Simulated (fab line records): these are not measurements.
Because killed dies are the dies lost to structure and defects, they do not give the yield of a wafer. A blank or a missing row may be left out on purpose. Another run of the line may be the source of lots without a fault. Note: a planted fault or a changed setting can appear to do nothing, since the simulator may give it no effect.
One fault seen from 2 desks    flow n5 finfet    what lay behind the numbers comes last; until then each desk has only its own

AT THE METROLOGY DESK
What the gauges read, lot by lot, whatever tool the lot ran on: means of the sampled wafers that have a number. Any lot whose mean is over 4 standard deviations away from the usual mean is out of limits and marked OUT; that distance is given in the brackets. 7 of its 10 readings are shown, namely those furthest out on some lot.
Columns: A = DIBL_N at N5_BEOL_M4_RC_MEAS_101, usual 36.2 mV/V; B = DIBL_P at N5_BEOL_M4_RC_MEAS_101, usual 36.6 mV/V; C = IOFF_P at N5_BEOL_M4_RC_MEAS_101, usual 0.21 nA/um; D = ION_P at N5_BEOL_M4_RC_MEAS_101, usual 460 uA/um; E = SS_N at N5_BEOL_M4_RC_MEAS_101, usual 71.4 mV/dec; F = SS_P at N5_BEOL_M4_RC_MEAS_101, usual 73.4 mV/dec; G = VT_P at N5_BEOL_M4_RC_MEAS_101, usual -252 mV
lot   first seen here  A     B     C     D    E     F     G
L737  day 7 22:44      37.8  36.8  0.20  456  71.1  73.5  -252
L741  day 9 00:46      36.5  36.3  0.19  460  71.7  73.4  -253
L742  day 9 02:31      35.9  36.1  0.19  462  71.1  73.7  -250
L746  day 9 16:11      34.7  35.0  0.17  460  71.3  73.2  -252
L749  day 11 02:02     35.0  34.7  0.17  460  71.2  73.3  -254
L750  day 11 05:08     35.6  36.0  0.19  454  71.3  73.0  -253
L752  day 11 09:05     34.2  35.6  0.16  447  71.1  72.9  -259
L754  day 12 00:05     35.8  36.1  0.18  456  71.5  72.9  -253
L760  day 13 08:45     36.6  35.8  0.21  465  70.7  73.0  -250
Result from this desk: across the 9 lots, nothing is out of limits.

AT THE TOOL OWNER'S DESK: rie diel-06
The tool's own readings at N5_FIN_SAQP_ETCH_69 (etches SOC in N2/H2, stops on SiNx, target depth 150 nm): means of the sampled wafers that have a number, for each lot that ran on this tool. Any lot whose mean is over 4 standard deviations away from the usual mean is out of limits and marked OUT; that distance is given in the brackets.
Columns: A = drypump motor current A at N5_FIN_SAQP_ETCH_69, usual 5.4 A; B = oes product au at N5_FIN_SAQP_ETCH_69, usual 0.77 a.u.; C = rf fwd power W at N5_FIN_SAQP_ETCH_69, usual 845 W; D = rf vpp V at N5_FIN_SAQP_ETCH_69, usual 240.4 V; E = showerhead plenum p Torr at N5_FIN_SAQP_ETCH_69, usual 2.53 Torr; F = throttle valve pct at N5_FIN_SAQP_ETCH_69, usual 17.90 %
lot   first seen here  A    B     C               D                 E     F
L737  day 2 00:50      5.6  0.77  842             241.2             2.55  18.14
L741  day 3 00:49      5.3  0.74  846             240.2             2.50  18.11
L746  day 4 07:21      5.2  0.74  847             239.9             2.50  18.08
L752  day 5 19:34      5.0  0.73  845             240.5             2.46  17.96
L754  day 6 06:59      5.2  0.75  1016 (+57) OUT  228.2 (-8.2) OUT  2.50  17.96
This desk's verdict: out of limits on L754, starting with L754 at day 6 06:59 (rf fwd power W at N5_FIN_SAQP_ETCH_69). L737, L741, L746, L752: within limits.

ALL TOGETHER
On L754, at day 6 06:59, an alarm was possible from the tool owner's desk.
Metrology desk: nothing out of limits seen.
The metrology desk has L754 on record, within its limits.
Of the lots named, all ran N5_FIN_SAQP_ETCH_69 on rie diel-06.

WHAT THE SIMULATOR HAD INSERTED
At N5_FIN_SAQP_ETCH_69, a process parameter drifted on rie diel-06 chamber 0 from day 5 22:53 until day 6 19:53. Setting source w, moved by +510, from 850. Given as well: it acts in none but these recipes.
Shown lots that were struck: L754.
Time in hours from fault onset to the first out-of-limits reading at each desk: the tool owner's desk, 8.
